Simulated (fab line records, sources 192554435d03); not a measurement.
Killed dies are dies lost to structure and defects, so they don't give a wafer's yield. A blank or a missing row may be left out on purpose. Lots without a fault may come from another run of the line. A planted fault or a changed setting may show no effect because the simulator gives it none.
Chamber matching | flow n5_finfet | N5_BEOL_M9_CURE_72 on uv_cure-01: 3 sister chambers
The step cures SiCOH lowk, time 120 s. 22 wafers are shown with their chamber, then 11 later ones without.

WAFERS WITH THEIR CHAMBER
wafer  | chamber | wafer_temp_C_max | lamp_power_pct (%)
L074.1 | 2       | 371.8            | 52.36
L074.2 | 2       | 372.1            | 52.28
L074.3 | 2       | 371.7            | 52.35
L076.3 | 1       | 372.3            | 52.39
L076.4 | 1       | 372.4            | 52.28
L076.6 | 1       | 371.7            | 52.31
L080.1 | 2       | 371.2            | 52.30
L080.4 | 2       | 372.1            | 52.27
L080.6 | 2       | 372.6            | 52.33
L082.1 | 1       | 372.4            | 52.40
L082.4 | 1       | 371.8            | 52.29
L082.5 | 1       | 371.5            | 52.34
L083.1 | 1       | 372.3            | 52.34
L083.2 | 1       | 371.5            | 52.27
L083.5 | 1       | 372.3            | 52.47
L088.2 | 2       | 371.7            | 52.29
L088.5 | 2       | 372.1            | 52.30
L088.6 | 2       | 371.8            | 52.22
L084.1 | 1       | 372.1            | 52.32
L084.5 | 1       | 372.7            | 52.33
L084.6 | 1       | 372.3            | 52.41
L087.1 | 0       | 371.1            | 52.31

SIGNATURES (means of the wafers above)
reading          | chamber 0 | chamber 1 | chamber 2 | scatter within a chamber
wafer_temp_C_max | 371.100   | 372.108   | 371.900   | 0.389
lamp_power_pct   | 52.3100   | 52.3458   | 52.3000   | 0.0537
Rule: a wafer's distance from a chamber is the root of the sum, over the readings, of the square of ((its reading less the chamber's mean) divided by the reading's scatter). The wafer belongs to the nearest chamber; if the next one is less than 2 further off, it can't be placed. The scatter: the root of (the sum of the squares of (reading less its chamber's mean) over the shown wafers, divided by (wafers less chambers)).

WAFERS WITHOUT THEIR CHAMBER
wafer  | wafer_temp_C_max | lamp_power_pct (%)
L087.2 | 371.1            | 52.36
L087.6 | 370.7            | 52.24
L091.1 | 372.2            | 52.39
L091.3 | 372.1            | 52.35
L091.4 | 372.0            | 52.28
L094.4 | 370.7            | 52.33
L094.5 | 370.9            | 52.31
L094.6 | 371.2            | 52.31
L095.2 | 371.7            | 52.30
L095.4 | 371.4            | 52.35
L095.5 | 371.9            | 52.34

WHICH CHAMBER EACH WENT THROUGH
wafer  | from the rows above          | in truth
L087.2 | can't be placed: 0 or 2 or 1 | 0
L087.6 | can't be placed: 0 or 2      | 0
L091.1 | can't be placed: 1 or 2      | 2
L091.3 | can't be placed: 1 or 2      | 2
L091.4 | can't be placed: 2 or 1 or 0 | 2
L094.4 | 0                            | 0
L094.5 | 0                            | 0
L094.6 | can't be placed: 0 or 2      | 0
L095.2 | can't be placed: 2 or 1 or 0 | 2
L095.4 | can't be placed: 0 or 2 or 1 | 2
L095.5 | can't be placed: 1 or 2 or 0 | 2
Placed correctly: 2 of 11. Can't be placed from these rows: 9 (the true chamber is among the candidates in 9). Placed wrongly: 0.
